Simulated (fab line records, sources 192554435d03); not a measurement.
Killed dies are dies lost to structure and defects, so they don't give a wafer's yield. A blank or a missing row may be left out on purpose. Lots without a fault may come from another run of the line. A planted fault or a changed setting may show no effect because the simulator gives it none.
Problem report in the 8D (eight disciplines) form, filled by code | flow n5_finfet | the parts of the form that need people (team, actions taken, sign-off) are left out

1. THE PROBLEM
time_to_endpoint_s at N5_BEOL_M11_CMP_52 reads a mean of 41.0 s on 2 wafers of 2 lots; wafers without a fault read 66.6 s with a standard deviation of 2.9. That is -8.8 standard deviations from the usual mean.
The step: polishes, stops on SiCOH lowk, t overpolish 7 s, target thk 140 nm.
First seen on wafer L161.2, day 15 09:03, on cmp-02. The record holds 29 wafers of 10 lots with a number at this step. Rule for "out", or "out of limits": more than 4 standard deviations from the usual mean. The other wafers with a number count as sound.

2. WHAT IT IS AND WHAT IT IS NOT
question                    | is                 | is not
which readings at this step | time_to_endpoint_s | motor_current_A, platen_rpm
which lots                  | L160, L161         | L149, L151, L152, L153, L167, L170, L171, L172
which wafers of those lots  | L160.6, L161.2     | L160.1, L160.3, L161.4
read on which tools         | cmp-02             | cmp-01, cmp-03
when                        | from day 15 09:03  | up to then (13 sound wafers); but 14 sound wafers of L160, L167, L170, L171, L172 came after

3. SUSPECTS, AND WHAT RULES EACH OUT
Counting: a tool at a process step up to the reading stays a suspect if it ran every lot that is out. Sound lots after the first of them don't rule it out here, since some wafers of a struck lot are sound.
- ecd_cu-01 at N5_BEOL_M11_ECD_50 (material Cu, target thk 318 nm): kept. It ran every lot that is out, first L161 (day 15 08:11); its last sound lot up to then is L149 (day 13 00:17).
- rtp_anneal-01 at N5_BEOL_M11_ANNEAL_51 (time 90 s): kept. It ran every lot that is out, first L161 (day 15 08:48).
- cmp-02 at N5_BEOL_M11_CMP_52 (polishes, stops on SiCOH lowk, t overpolish 7 s, target thk 140 nm): kept. It ran every lot that is out, first L161 (day 15 09:03); its last sound lot up to then is L152 (day 13 04:50). Its own readings are out on those wafers: time_to_endpoint_s.
Left after counting: ecd_cu-01 at N5_BEOL_M11_ECD_50, rtp_anneal-01 at N5_BEOL_M11_ANNEAL_51, cmp-02 at N5_BEOL_M11_CMP_52.

4. THE CAUSE (what the simulator had put in)
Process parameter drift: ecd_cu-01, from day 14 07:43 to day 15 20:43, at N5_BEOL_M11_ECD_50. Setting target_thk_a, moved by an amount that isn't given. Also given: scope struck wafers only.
Counting left 3 suspects, and this tool is among them.

5. THE CHAIN OF EFFECTS, in route order
Each row: a reading whose mean over the struck wafers that have a number lies more than 3 standard deviations from the usual. Only readings for which the record gives a usual standard deviation are gone through. hours: the time from each lot's start at the first step in this table that gives one to its start at this step, as a median over the lots. sigmas: the change in usual standard deviations.
hours | step               | reading            | usual  | on struck wafers | change | sigmas
0     | N5_BEOL_M11_CMP_52 | time_to_endpoint_s | 66.6 s | 41.0             | -25.6  | -8.8
The process steps in it:
- N5_BEOL_M11_CMP_52: polishes, stops on SiCOH lowk, t overpolish 7 s, target thk 140 nm.

6. WHAT WOULD HAVE CAUGHT IT SOONER
In this record the first reading out of limits was taken at day 15 09:03, 25 hours after the fault began at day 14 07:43.
Of the lots that are out (2), L160 began N5_BEOL_M11_ECD_50 on ecd_cu-01 after day 15 09:03. A hold on the tool at that time would have spared it.
